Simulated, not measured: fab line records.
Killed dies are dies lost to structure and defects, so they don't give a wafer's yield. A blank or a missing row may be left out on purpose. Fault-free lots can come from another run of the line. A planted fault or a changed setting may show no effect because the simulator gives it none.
fab line records | flow n5_finfet
record: lots: 7 | wafers: 21 | last_day: 22
route steps=1938 shown BEOL_M9@1469 BEOL_M10@1480 BEOL_M15@1830 PASSIVATION@1936
lots untouched by any fault: they come from a run of this same line in which no faults occurred
start_h: start of the lot's first displayed wafer, in hours after the record's first day | wait_h: hours elapsed since this lot's preceding step | " same as the row above | L1.1+2: a row that stands for several wafers | - no value, or no start given | * or withheld: withheld | < > ~ a bound
route shown NAME@n: names a module that has steps shown in the file, with the first one's number in the route | usual: mean/standard deviation taken from wafers without a fault | same: alike in all rows | chamber/n: place in a boat | sites: each site's reading | _std_site: the standard deviation of these | _edge_site: the outer-site mean with the inner-site mean subtracted | radius_mm: for every site, how far away it sits from the centre of the wafer | mask NAME#n: copy n | behind: tool/chamber where the wafer was last shaped | hold: reason for holding the lot/hours on hold/outcome of the hold | device: the transistor (n, p or np) that didn't switch | end of line: tests run on the same wafers once the route is complete | a step with no rows: only its recipe | killed: dies that structure and defects cost at the first sort, which is not the same as the wafer's yield | map: dies across one wafer; x = killed, . = not, _ = none there
set.NAME: the setting as run; set.NAME@STEP: as run at that earlier step | model.NAME: the simulator's own value behind a step, which no gauge read
a sample of lots followed through the steps of the route, with each step as a table and each wafer as a row
services: the hour from which a tool's chamber was out of use, counted from the record's first day as start_h (under 0 if before that day), plus the number of hours and why
== steps ==
step: N5_BEOL_M9_INSPECT_58
recipe: inspect_instrument: darkfield | mode: post_dep
usual: raw_defect_count: 72/22
lot.wafer | tool              | chamber | start_h | wait_h | raw_defect_count
L519.2    | defect_inspect-02 | -       | 262.63  | 0.0    | 63
L519.4    | "                 | -       | "       | "      | 52
L519.5    | "                 | -       | "       | "      | 85
L521.1    | defect_inspect-02 | -       | 276.50  | 0.0    | 59
L521.4    | "                 | -       | "       | "      | 75
L521.6    | "                 | -       | "       | "      | 44
L531.2    | defect_inspect-02 | -       | 391.65  | 0.0    | 67
L531.4    | "                 | -       | "       | "      | 99
L531.6    | "                 | -       | "       | "      | 99
L532.2    | defect_inspect-01 | -       | 407.09  | 0.0    | 83
L532.5    | "                 | -       | "       | "      | 38
L532.6    | "                 | -       | "       | "      | 55
L535.1    | defect_inspect-02 | -       | 425.63  | 0.0    | 84
L535.2    | "                 | -       | "       | "      | 82
L535.3    | "                 | -       | "       | "      | 73
L526.1    | defect_inspect-01 | -       | 453.95  | 0.0    | 62
L526.3    | "                 | -       | "       | "      | 56
L526.6    | "                 | -       | "       | "      | 77
L540.3    | defect_inspect-01 | -       | 454.31  | 0.0    | 82
L540.4    | "                 | -       | "       | "      | 54
L540.6    | "                 | -       | "       | "      | 87
step: N5_BEOL_M10_EXPOSE_08
recipe: mask_id: M10 | na: 1.35 | source_shape: dipole | sigma_inner: 0.411 | sigma_outer: 0.611 | polarization: te | dose_mj: 53.75
usual: exposure_dose_mJ_cm2: 53.78/0.25
same: sigma_inner: 0.411
lot.wafer | tool            | chamber | start_h | wait_h | mask  | exposure_dose_mJ_cm2
L519.2    | arfi_scanner-01 | 0       | 263.73  | -      | M10#0 | 53.55
L519.4    | "               | 0       | "       | "      | M10#0 | 53.63
L519.5    | "               | 0       | "       | "      | M10#0 | 53.63
L521.1    | arfi_scanner-01 | 0       | 277.60  | -      | M10#0 | 53.68
L521.4    | "               | 0       | "       | "      | M10#0 | 53.67
L521.6    | "               | 0       | "       | "      | M10#0 | 53.66
L531.2    | arfi_scanner-01 | 0       | 395.20  | -      | M10#0 | 50.46
L531.4    | "               | 0       | "       | "      | M10#0 | 50.43
L531.6    | "               | 0       | "       | "      | M10#0 | 50.54
L532.2    | arfi_scanner-01 | 0       | 409.27  | -      | M10#0 | 51.63
L532.5    | "               | 0       | "       | "      | M10#0 | 51.65
L532.6    | "               | 0       | "       | "      | M10#0 | 51.65
L535.1    | arfi_scanner-02 | 0       | 428.50  | -      | M10#0 | 54.32
L535.2    | "               | 0       | "       | "      | M10#0 | 54.42
L535.3    | "               | 0       | "       | "      | M10#0 | 54.32
L526.1    | arfi_scanner-03 | 0       | 456.16  | -      | M10#0 | 53.63
L526.3    | "               | 0       | "       | "      | M10#0 | 53.69
L526.6    | "               | 0       | "       | "      | M10#0 | 53.70
L540.3    | arfi_scanner-03 | 0       | 456.42  | -      | M10#0 | 53.65
L540.4    | "               | 0       | "       | "      | M10#0 | 53.72
L540.6    | "               | 0       | "       | "      | M10#0 | 53.71
step: N5_BEOL_M10_CD_MEAS_11
recipe: target_cd_nm: 64.1 | landing_energy_ev: 500 | detector: se_inlens | polarity: opening
usual: cd_nm: 64.1/0.5
lot.wafer | tool      | chamber | start_h | wait_h | cd_nm
L519.2    | cd_sem-02 | 0       | 263.85  | -      | 64.6
L519.4    | "         | 0       | "       | "      | 64.1
L519.5    | "         | 0       | "       | "      | 64.5
L521.1    | cd_sem-02 | 0       | 277.73  | -      | 64.6
L521.4    | "         | 0       | "       | "      | 64.1
L521.6    | "         | 0       | "       | "      | 64.4
L531.2    | cd_sem-01 | 0       | 395.32  | -      | 60.2
L531.4    | "         | 0       | "       | "      | 60.7
L531.6    | "         | 0       | "       | "      | 60.5
L532.2    | cd_sem-02 | 0       | 409.39  | -      | 62.3
L532.5    | "         | 0       | "       | "      | 61.8
L532.6    | "         | 0       | "       | "      | 61.9
L535.1    | cd_sem-02 | 0       | 428.63  | -      | 64.2
L535.2    | "         | 0       | "       | "      | 63.3
L535.3    | "         | 0       | "       | "      | 63.0
L526.1    | cd_sem-02 | 0       | 456.28  | -      | 63.5
L526.3    | "         | 0       | "       | "      | 63.2
L526.6    | "         | 0       | "       | "      | 63.4
L540.3    | cd_sem-03 | 0       | 456.54  | -      | 65.0
L540.4    | "         | 0       | "       | "      | 64.1
L540.6    | "         | 0       | "       | "      | 64.6
step: N5_BEOL_M10_INSPECT_13
recipe: mode: adi | inspect_instrument: brightfield
usual: raw_defect_count: 398/94
lot.wafer | tool              | chamber | start_h | wait_h | raw_defect_count
L519.2    | defect_inspect-02 | -       | 263.90  | 0.0    | 369
L519.4    | "                 | -       | "       | "      | 365
L519.5    | "                 | -       | "       | "      | 351
L521.1    | defect_inspect-02 | -       | 277.78  | 0.0    | 329
L521.4    | "                 | -       | "       | "      | 273
L521.6    | "                 | -       | "       | "      | 296
L531.2    | defect_inspect-01 | -       | 395.37  | 0.0    | 261
L531.4    | "                 | -       | "       | "      | 440
L531.6    | "                 | -       | "       | "      | 369
L532.2    | defect_inspect-02 | -       | 409.45  | 0.0    | 365
L532.5    | "                 | -       | "       | "      | 492
L532.6    | "                 | -       | "       | "      | 516
L535.1    | defect_inspect-01 | -       | 428.68  | 0.0    | 341
L535.2    | "                 | -       | "       | "      | 361
L535.3    | "                 | -       | "       | "      | 477
L526.1    | defect_inspect-02 | -       | 456.34  | 0.0    | 320
L526.3    | "                 | -       | "       | "      | 428
L526.6    | "                 | -       | "       | "      | 387
L540.3    | defect_inspect-02 | -       | 456.59  | 0.0    | 481
L540.4    | "                 | -       | "       | "      | 324
L540.6    | "                 | -       | "       | "      | 416
step: N5_BEOL_M10_DESCUM_16
recipe: chemistry: O2 | time_s: 7.9 | source_power_w: 50 | bias_power_w: 20 | pressure_mtorr: 20 | rf_frequency_hz: 2.712e+07 | temp_c: 40 | resist: CAR-ArF | o2_flow_sccm: 225
usual: drypump_motor_current_A: 5.7/0.44 | oes_product_au: 0.83/0.091 | rf_vpp_V: 243.7/1.4 | showerhead_plenum_p_Torr: 2.13/0.078 | throttle_valve_pct: 20.43/0.19
lot.wafer | tool        | chamber | start_h | wait_h | drypump_motor_current_A | oes_product_au | rf_hours_counter_h | rf_vpp_V | showerhead_plenum_p_Torr | throttle_valve_pct
L519.2    | rie_diel-05 | 0       | 263.94  | 0.0    | 6.3                     | 0.87           | 42                 | 243.6    | 2.13                     | 20.39
L519.4    | "           | 0       | "       | "      | 6.3                     | 0.87           | -                  | 244.3    | 2.13                     | 20.41
L519.5    | "           | 3       | "       | "      | 6.6                     | 0.69           | -                  | 244.6    | 2.16                     | 20.62
L521.1    | rie_diel-02 | 3       | 277.82  | 0.0    | 5.6                     | 0.74           | 178                | 241.3    | 2.00                     | 20.67
L521.4    | "           | 2       | "       | "      | 5.7                     | 0.77           | 129                | 242.9    | 2.18                     | 20.53
L521.6    | "           | 3       | "       | "      | 5.6                     | 0.75           | -                  | 240.2    | 2.00                     | 20.67
L531.2    | rie_diel-05 | 1       | 395.41  | 0.0    | 5.4                     | 0.86           | 61                 | 244.7    | 2.22                     | 20.27
L531.4    | "           | 3       | "       | "      | 6.6                     | 0.67           | -                  | 245.2    | 2.15                     | 20.67
L531.6    | "           | 1       | "       | "      | 5.4                     | 0.85           | -                  | 245.1    | 2.22                     | 20.27
L532.2    | rie_diel-04 | 3       | 409.63  | 0.2    | 5.1                     | 0.89           | 53                 | 241.7    | 2.13                     | 20.38
L532.5    | "           | 3       | "       | "      | 5.1                     | 0.88           | -                  | 244.3    | 2.13                     | 20.39
L532.6    | "           | 2       | "       | "      | 5.2                     | 0.90           | -                  | 242.7    | 2.04                     | 20.15
L535.1    | rie_diel-02 | 2       | 428.71  | 0.0    | 5.6                     | 0.73           | 180                | 244.4    | 2.16                     | 20.63
L535.2    | "           | 3       | "       | "      | 5.6                     | 0.70           | 227                | 241.4    | 1.98                     | 20.72
L535.3    | "           | 0       | "       | "      | 5.6                     | 0.94           | 11                 | 244.2    | 2.23                     | 20.10
L526.1    | rie_diel-05 | 3       | 456.93  | 0.6    | 6.6                     | 0.93           | 9                  | 243.2    | 2.15                     | 20.33
L526.3    | "           | 2       | "       | "      | 5.7                     | 0.85           | 49                 | 243.2    | 2.12                     | 20.47
L526.6    | "           | 0       | "       | "      | 6.3                     | 0.80           | -                  | 243.9    | 2.11                     | 20.47
L540.3    | rie_diel-05 | 2       | 457.55  | 1.0    | 5.8                     | 0.85           | 49                 | 244.3    | 2.12                     | 20.47
L540.4    | "           | 0       | "       | "      | 6.3                     | 0.80           | 91                 | 244.9    | 2.11                     | 20.46
L540.6    | "           | 2       | "       | "      | 5.7                     | 0.85           | -                  | 245.3    | 2.12                     | 20.48
step: N5_BEOL_M10_CD_MEAS_18
recipe: pitch_nm: 140 | target_cd_nm: 70
usual: cd_nm: 70.0/0.55
lot.wafer | tool      | chamber | start_h | wait_h | cd_nm
L519.2    | cd_sem-02 | -       | 264.39  | 0.1    | 70.5
L519.4    | "         | -       | "       | "      | 70.4
L519.5    | "         | -       | "       | "      | 70.7
L521.1    | cd_sem-03 | -       | 278.27  | 0.0    | 70.1
L521.4    | "         | -       | "       | "      | 70.0
L521.6    | "         | -       | "       | "      | 70.1
L531.2    | cd_sem-03 | -       | 395.86  | 0.1    | 65.9
L531.4    | "         | -       | "       | "      | 66.7
L531.6    | "         | -       | "       | "      | 66.1
L532.2    | cd_sem-02 | -       | 410.24  | 0.1    | 68.3
L532.5    | "         | -       | "       | "      | 67.9
L532.6    | "         | -       | "       | "      | 68.1
L535.1    | cd_sem-02 | -       | 429.20  | 0.0    | 69.8
L535.2    | "         | -       | "       | "      | 69.2
L535.3    | "         | -       | "       | "      | 69.3
L526.1    | cd_sem-02 | -       | 457.54  | 0.0    | 69.7
L526.3    | "         | -       | "       | "      | 69.4
L526.6    | "         | -       | "       | "      | 69.3
L540.3    | cd_sem-03 | -       | 458.16  | 0.1    | 70.9
L540.4    | "         | -       | "       | "      | 70.3
L540.6    | "         | -       | "       | "      | 70.5
step: N5_BEOL_M15_RC_MEAS_101
usual: COMB_M10: 1.6e-11/3.1e-12 | COMB_M11: 1.51e-11/2.9e-12 | COMB_M12: 7.3e-12/1.4e-12 | COMB_M13: 5.6e-12/1e-12 | COMB_M14: 4.4e-12/7.7e-13 | COMB_M15: 3.2e-12/5.3e-13 | COMB_M15_max_site: 4.3e-12/7.7e-13 | COMB_M5: 3.8e-11/7e-12 | COMB_M6: 2.7e-11/4.8e-12 | COMB_M6_max_site: 3.9e-11/8.4e-12 | COMB_M7: 2.6e-11/5.5e-12 | COMB_M8: 2.6e-11/4.4e-12 | COMB_M9: 1.55e-11/2.9e-12 | COMB_M9_max_site: 2.2e-11/5.2e-12 | SERP_M10: 3.08/0.069 | SERP_M11: 3.08/0.068 | SERP_M12: 0.636/0.014 | SERP_M13: 0.306/0.0057 | SERP_M14: 0.161/0.0031 | SERP_M5: 38.3/1 | SERP_M6: 13.7/0.48 | SERP_M7: 13.8/0.42 | SERP_M7_max_site: 14.4/0.46 | SERP_M8: 13.9/0.57 | SERP_M9: 3.06/0.076
lot.wafer | tool      | chamber | start_h | wait_h | COMB_M10[S/m] | COMB_M11[S/m] | COMB_M12[S/m] | COMB_M13[S/m] | COMB_M14[S/m] | COMB_M15[S/m] | COMB_M15_max_site[S/m] | COMB_M5[S/m] | COMB_M6[S/m] | COMB_M6_max_site[S/m] | COMB_M7[S/m] | COMB_M8[S/m] | COMB_M9[S/m] | COMB_M9_max_site[S/m] | SERP_M10[ohm/um] | SERP_M11[ohm/um] | SERP_M12[ohm/um] | SERP_M13[ohm/um] | SERP_M14[ohm/um] | SERP_M5[ohm/um] | SERP_M6[ohm/um] | SERP_M7[ohm/um] | SERP_M7_max_site[ohm/um] | SERP_M8[ohm/um] | SERP_M9[ohm/um]
L519.2    | prober-01 | 0       | 298.76  | 0.2    | 1.5e-11       | 1.46e-11      | 6.9e-12       | 3.9e-12       | 3.8e-12       | 4.1e-12       | 5.4e-12                | 3.7e-11      | 2.9e-11      | 3.5e-11               | 1.9e-11      | 2.7e-11      | 1.58e-11     | 2.4e-11               | 3.06             | 3.14             | 0.662            | 0.300            | 0.157            | 37.6            | 14.0            | 13.7            | 14.2                     | 14.6            | 2.99
L519.4    | "         | 0       | "       | "      | 1.2e-11       | 1.56e-11      | 6.7e-12       | 3.5e-12       | 4.5e-12       | 3.6e-12       | 5.5e-12                | 3.1e-11      | 2.8e-11      | 3.9e-11               | 2.3e-11      | 2.8e-11      | 1.46e-11     | 2.1e-11               | 3.14             | 3.22             | 0.619            | 0.301            | 0.164            | 38.7            | 13.8            | 13.2            | 13.6                     | 14.0            | 3.09
L519.5    | "         | 0       | "       | "      | 1.4e-11       | 1.92e-11      | 7.7e-12       | 4.6e-12       | 6.1e-12       | 3.9e-12       | 4.6e-12                | 3.9e-11      | 3.4e-11      | 4.1e-11               | 2.2e-11      | 2.5e-11      | 1.24e-11     | 1.6e-11               | 3.02             | 3.10             | 0.632            | 0.301            | 0.162            | 39.2            | 13.3            | 14.0            | 14.7                     | 14.8            | 3.04
L521.1    | prober-01 | 0       | 313.29  | 0.0    | 2e-11         | 1.56e-11      | 4.8e-12       | 5.7e-12       | 3.6e-12       | 2.5e-12       | 3.2e-12                | 3.6e-11      | 2.6e-11      | 3e-11                 | 1.5e-11      | 2.1e-11      | 9e-12        | 1.3e-11               | 3.12             | 3.07             | 0.637            | 0.315            | 0.165            | 37.1            | 13.1            | 14.2            | 14.8                     | 12.7            | 3.14
L521.4    | "         | 0       | "       | "      | 1.7e-11       | 1.44e-11      | 5.2e-12       | 4.4e-12       | 4.1e-12       | 2.6e-12       | 3.6e-12                | 3.1e-11      | 2.3e-11      | 4.3e-11               | 2.4e-11      | 2.2e-11      | 1.66e-11     | 2.4e-11               | 3.15             | 3.05             | 0.658            | 0.303            | 0.165            | 38.3            | 13.7            | 13.6            | 14.2                     | 14.1            | 3.12
L521.6    | "         | 0       | "       | "      | 2.1e-11       | 1.37e-11      | 5.8e-12       | 5.9e-12       | 3.9e-12       | 2.9e-12       | 3.4e-12                | 4.4e-11      | 2.4e-11      | 3.8e-11               | 2.3e-11      | 2.3e-11      | 1.65e-11     | 2.9e-11               | 3.07             | 3.12             | 0.644            | 0.312            | 0.156            | 38.1            | 13.4            | 13.2            | 13.7                     | 13.2            | 3.14
L531.2    | prober-01 | 0       | 442.51  | 0.2    | 1.9e-11       | 1.66e-11      | 5.7e-12       | 4.9e-12       | 4.5e-12       | 3.6e-12       | 4.5e-12                | 4.4e-11      | 1.9e-11      | 2.6e-11               | 2.1e-11      | 2.7e-11      | 1.62e-11     | 2.4e-11               | 3.41             | 2.99             | 0.635            | 0.300            | 0.157            | 38.0            | 13.7            | 13.4            | 14.3                     | 14.1            | 3.02
L531.4    | "         | 0       | "       | "      | 1.7e-11       | 1.33e-11      | 6.3e-12       | 3.8e-12       | 5.1e-12       | 3.1e-12       | 5.9e-12                | 3.9e-11      | 2.3e-11      | 3e-11                 | 1.6e-11      | 2.9e-11      | 1.3e-11      | 1.7e-11               | 3.30             | 3.02             | 0.649            | 0.307            | 0.157            | 37.4            | 13.5            | 13.5            | 13.9                     | 13.9            | 3.02
L531.6    | "         | 0       | "       | "      | 1.4e-11       | 2.09e-11      | 9.6e-12       | 5.5e-12       | 5e-12         | 2.8e-12       | 3.4e-12                | 3.1e-11      | 3.1e-11      | 4.6e-11               | 1.8e-11      | 2.6e-11      | 1.56e-11     | 2.3e-11               | 3.30             | 3.01             | 0.646            | 0.307            | 0.162            | 36.5            | 13.0            | 13.3            | 13.8                     | 13.8            | 3.11
L532.2    | prober-01 | 0       | 451.24  | 0.2    | 1.7e-11       | 1.53e-11      | 9.1e-12       | 4.6e-12       | 5.2e-12       | 2.7e-12       | 4e-12                  | 4.2e-11      | 2e-11        | 2.8e-11               | 2.7e-11      | 2.7e-11      | 1.39e-11     | 2.3e-11               | 3.21             | 3.11             | 0.645            | 0.300            | 0.161            | 39.7            | 14.4            | 13.1            | 13.5                     | 14.6            | 3.10
L532.5    | "         | 0       | "       | "      | 2.3e-11       | 1.83e-11      | 8.1e-12       | 6.6e-12       | 6.8e-12       | 2.9e-12       | 3.4e-12                | 4.6e-11      | 2.5e-11      | 3.2e-11               | 2.5e-11      | 2.9e-11      | 9.8e-12      | 1.8e-11               | 3.33             | 3.04             | 0.629            | 0.301            | 0.162            | 38.1            | 13.7            | 13.5            | 13.7                     | 14.4            | 3.17
L532.6    | "         | 0       | "       | "      | 1.7e-11       | 2.08e-11      | 8e-12         | 5.9e-12       | 5.1e-12       | 2.7e-12       | 3.6e-12                | 4.2e-11      | 2.7e-11      | 3.9e-11               | 2.2e-11      | 3.4e-11      | 1.17e-11     | 1.2e-11               | 3.27             | 3.07             | 0.621            | 0.306            | 0.160            | 39.4            | 14.3            | 12.7            | 13.4                     | 14.1            | 3.07
L535.1    | prober-02 | 0       | 471.01  | 0.0    | 1.7e-11       | 1.71e-11      | 7.8e-12       | 8.6e-12       | 3.5e-12       | 3.5e-12       | 6e-12                  | 4.5e-11      | 2.2e-11      | 2.5e-11               | 1.9e-11      | 2.3e-11      | 1.42e-11     | 2.1e-11               | 2.95             | 3.06             | 0.627            | 0.305            | 0.158            | 37.7            | 13.7            | 13.4            | 14.3                     | 13.9            | 3.09
L535.2    | "         | 0       | "       | "      | 1.7e-11       | 1.68e-11      | 7.6e-12       | 9e-12         | 3.9e-12       | 3.2e-12       | 4.9e-12                | 5.7e-11      | 4.2e-11      | 5e-11                 | 1.8e-11      | 2.6e-11      | 1.69e-11     | 2.3e-11               | 3.13             | 3.11             | 0.614            | 0.306            | 0.156            | 38.8            | 13.4            | 13.5            | 14.2                     | 14.4            | 3.07
L535.3    | "         | 0       | "       | "      | 1.5e-11       | 1.92e-11      | 6.7e-12       | 5.7e-12       | 3e-12         | 3.3e-12       | 4.9e-12                | 3.4e-11      | 2.7e-11      | 4.6e-11               | 1.8e-11      | 2.9e-11      | 1.51e-11     | 2.3e-11               | 3.15             | 3.13             | 0.625            | 0.311            | 0.166            | 38.4            | 14.5            | 13.9            | 14.3                     | 13.7            | 3.11
L540.3    | prober-02 | 0       | 497.93  | 0.7    | 1.5e-11       | 1.51e-11      | 5.7e-12       | 5.1e-12       | 4.8e-12       | 3.5e-12       | 4.5e-12                | 4e-11        | 3.2e-11      | 4.6e-11               | 2.3e-11      | 3e-11        | 1.35e-11     | 1.9e-11               | 3.01             | 3.08             | 0.608            | 0.307            | 0.165            | 38.7            | 13.5            | 14.2            | 14.6                     | 14.3            | 3.12
L540.4    | "         | 0       | "       | "      | 1.4e-11       | 2.1e-11       | 6.8e-12       | 7.4e-12       | 4.6e-12       | 3.2e-12       | 4e-12                  | 3e-11        | 2.5e-11      | 3.6e-11               | 3.2e-11      | 2.9e-11      | 1.53e-11     | 2.4e-11               | 3.05             | 3.12             | 0.625            | 0.320            | 0.162            | 37.0            | 14.1            | 14.3            | 14.7                     | 13.8            | 2.97
L540.6    | "         | 0       | "       | "      | 1.7e-11       | 1.46e-11      | 5.4e-12       | 7.6e-12       | 6.6e-12       | 2.9e-12       | 3.6e-12                | 3.4e-11      | 2.4e-11      | 3.1e-11               | 2e-11        | 2.9e-11      | 1.08e-11     | 1.3e-11               | 3.06             | 3.14             | 0.638            | 0.313            | 0.161            | 39.5            | 14.0            | 13.9            | 14.2                     | 13.9            | 3.21
L526.1    | prober-01 | 0       | 500.12  | 0.0    | 1.5e-11       | 1.28e-11      | 6.9e-12       | 4.4e-12       | 3.4e-12       | 3e-12         | 4e-12                  | 3.6e-11      | 3.5e-11      | 4.4e-11               | 2.5e-11      | 2.1e-11      | 1.57e-11     | 2e-11                 | 3.09             | 3.07             | 0.628            | 0.304            | 0.158            | 37.9            | 13.3            | 14.6            | 15.2                     | 13.8            | 3.10
L526.3    | "         | 0       | "       | "      | 1.9e-11       | 1.22e-11      | 1.03e-11      | 5.3e-12       | 3.1e-12       | 2.2e-12       | 2.6e-12                | 3.5e-11      | 2.7e-11      | 3.5e-11               | 2.5e-11      | 2.7e-11      | 1.4e-11      | 2.1e-11               | 3.12             | 3.02             | 0.615            | 0.308            | 0.157            | 39.6            | 13.7            | 13.5            | 13.8                     | 13.0            | 3.09
L526.6    | "         | 0       | "       | "      | 1.1e-11       | 1.45e-11      | 7.8e-12       | 8e-12         | 3.9e-12       | 2.7e-12       | 4.3e-12                | 3.3e-11      | 2.8e-11      | 4e-11                 | 1.8e-11      | 2.3e-11      | 1.6e-11      | 2.3e-11               | 3.07             | 3.05             | 0.625            | 0.306            | 0.159            | 38.7            | 13.9            | 14.3            | 14.8                     | 13.7            | 3.04
sites SERP_M10 radius_mm=0,75,75,75,75,140,140,140,140
L519.2 3.06 3.03 3.07 3.07 3.09 3.01 3.05 2.98 3.08
L521.1 3.19 3.12 3.18 3.20 3.19 3.05 3.07 3.04 3.09
L531.2 3.37 3.48 3.41 3.42 3.37 3.49 3.39 3.43 3.37
L532.2 3.25 3.31 3.27 3.32 3.21 3.21 3.13 3.21 3.21
L535.1 2.90 2.98 2.88 2.98 2.93 3.02 2.92 3.00 2.95
L540.3 3.05 2.97 3.01 3.07 2.98 3.03 3.00 3.02 2.93
L526.1 3.20 3.14 3.12 3.12 3.05 2.96 3.03 3.09 3.00
step: N5_PASSIVATION_PROBE_49
usual: defect_limited_yield: 91.4/1.2 | killed_at_M0_to_M3: 34/10 | killed_at_M4_up: 14/5.1 | killed_at_contacts: 12/6.4 | killed_at_front_end: 38/9.3 | killed_at_other: 4/3 | killed_dies: 102/15 | killed_on_rim: 13/3.6 | killed_open: 67/12 | killed_short: 33/6.9 | sort_bin_5_function: 5.0/0.86 | sort_bin_6_memory: 3.2/0.58 | sort_bin_8_speed: 0.00/0.0099 | sort_n_pass: 1078/15 | sort_yield_pct: 91.4/1.2
same: gross_dies: 1180 | killed_at_back_side: 0 | sort_bin_4_leakage[%]: 0
lot.wafer | tool      | chamber | start_h | wait_h | defect_limited_yield[%] | killed_at_M0_to_M3 | killed_at_M4_up | killed_at_contacts | killed_at_front_end | killed_at_other | killed_dies | killed_on_rim | killed_open | killed_short | sort_bin_5_function[%] | sort_bin_6_memory[%] | sort_bin_8_speed[%] | sort_n_pass | sort_yield_pct[%]
L535.1    | prober-01 | -       | 485.54  | 0.0    | 90.9                    | 36                 | 19              | 7                  | 39                  | 6               | 107         | 19            | 72          | 27           | 5.4                    | 3.2                  | 0                   | 1073        | 90.9
L535.2    | prober-01 | -       | 485.59  | 0.1    | 91.9                    | 23                 | 20              | 18                 | 34                  | 1               | 96          | 7             | 74          | 21           | 4.9                    | 3.0                  | 0                   | 1084        | 91.9
L535.3    | prober-01 | -       | 485.64  | 0.1    | 93.1                    | 19                 | 16              | 2                  | 44                  | 1               | 82          | 13            | 52          | 29           | 3.7                    | 2.8                  | 0                   | 1098        | 93.1
killed by level:class
L535.1 BEOL_M4:geometric_particle:open=10 DUMMY_GATE:geometric_particle:open=9 MOL_CONTACT_COAG:geometric_particle:open=7 BEOL_M3:geometric_particle:open=7 BEOL_M0_SAQP:geometric_particle:short=6 DUMMY_GATE:geometric_particle:short=5 GATE_CUT:geometric_particle:short=5 BEOL_M0_SAQP:geometric_particle:open=5
L535.2 MOL_CONTACT_COAG:geometric_particle:open=16 BEOL_M0_SAQP:geometric_particle:open=9 BEOL_M4:geometric_particle:open=9 BEOL_M2:geometric_particle:open=8 FIN_SAQP:geometric_particle:open=5 GATE_CUT:geometric_particle:open=5 STI_FIN_REVEAL:geometric_particle:open=5 FIN_SAQP:geometric_particle:short=4
L535.3 STI_FIN_REVEAL:geometric_particle:open=8 DUMMY_GATE:geometric_particle:open=8 BEOL_M4:geometric_particle:open=8 FIN_SAQP:geometric_particle:short=4 GATE_CUT:geometric_particle:open=4 GATE_CUT:geometric_particle:short=4 BEOL_M0_SAQP:geometric_particle:open=4 BEOL_M0_SAQP:geometric_particle:short=4
== services ==
tool            | chamber | start_h | hours | kind
rie_diel-02     | 0       | 251.28  | 2.0   | repair
arfi_scanner-03 | -       | 256.56  | 1.3   | pm
arfi_scanner-03 | -       | 263.88  | 3.9   | pm
arfi_scanner-02 | -       | 310.53  | 1.0   | pm
arfi_scanner-02 | -       | 315.88  | 0.8   | repair
arfi_scanner-01 | -       | 319.67  | 1.3   | pm
rie_diel-05     | 1       | 333.99  | 5.9   | repair
rie_diel-02     | 3       | 335.79  | 4.6   | repair
arfi_scanner-03 | -       | 339.68  | 2.4   | repair
arfi_scanner-01 | -       | 368.81  | 1.0   | pm
arfi_scanner-01 | -       | 378.34  | 1.0   | pm
arfi_scanner-03 | -       | 382.06  | 1.3   | pm
arfi_scanner-03 | -       | 386.63  | 1.0   | pm
arfi_scanner-01 | -       | 389.17  | 0.8   | pm
arfi_scanner-03 | -       | 401.06  | 0.8   | pm
arfi_scanner-03 | -       | 409.71  | 4.9   | pm
rie_diel-02     | 0       | 421.32  | 2.2   | repair
arfi_scanner-01 | -       | 424.34  | 0.5   | repair
arfi_scanner-03 | -       | 425.20  | 3.1   | pm
arfi_scanner-03 | -       | 431.42  | 1.0   | repair
arfi_scanner-01 | -       | 445.17  | 1.3   | pm
arfi_scanner-01 | -       | 446.47  | 4.9   | pm
arfi_scanner-03 | -       | 451.63  | 0.9   | repair
arfi_scanner-01 | -       | 452.27  | 5.9   | repair
== key ==
first_sign: step: N5_BEOL_M10_EXPOSE_08 | reading: exposure_dose_mJ_cm2 | direction: down | sigmas: 11 | usual: 53.78 | struck: 51.06
effect: step: N5_BEOL_M10_CD_MEAS_11 | reading: cd_nm | direction: down | sigmas: 5.7 | usual: 64.1 | struck: 61.2 | through: control_loop
effect: step: N5_BEOL_M10_CD_MEAS_18 | reading: cd_nm | direction: down | sigmas: 5.3 | usual: 70.0 | struck: 67.2 | through: control_loop
effect: step: N5_BEOL_M15_RC_MEAS_101 | reading: SERP_M10 | direction: up | sigmas: 3.2 | usual: 3.08 | struck: 3.31 | wafers_moved: 5
met_at N5_BEOL_M10_EXPOSE_08
struck_lots L531,L532
loop_trim: step: N5_BEOL_M10_EXPOSE_08 | setting: dose | lots: L532
not_acting_at N5_BEOL_M9_INSPECT_58,N5_BEOL_M10_INSPECT_13,N5_BEOL_M10_DESCUM_16
onset_between 277.60 395.20
fault: kind: process_parameter_drift | tool: arfi_scanner-01 | chamber: - | onset_h: 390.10 | steps: N5_BEOL_M10_EXPOSE_08 | channel: dose_mj | offset: -3.2139 | shape: step | acts_in: these_recipes_only | stated: 53.75
loop_trim: a control loop set the setting to another value than it would have without faults
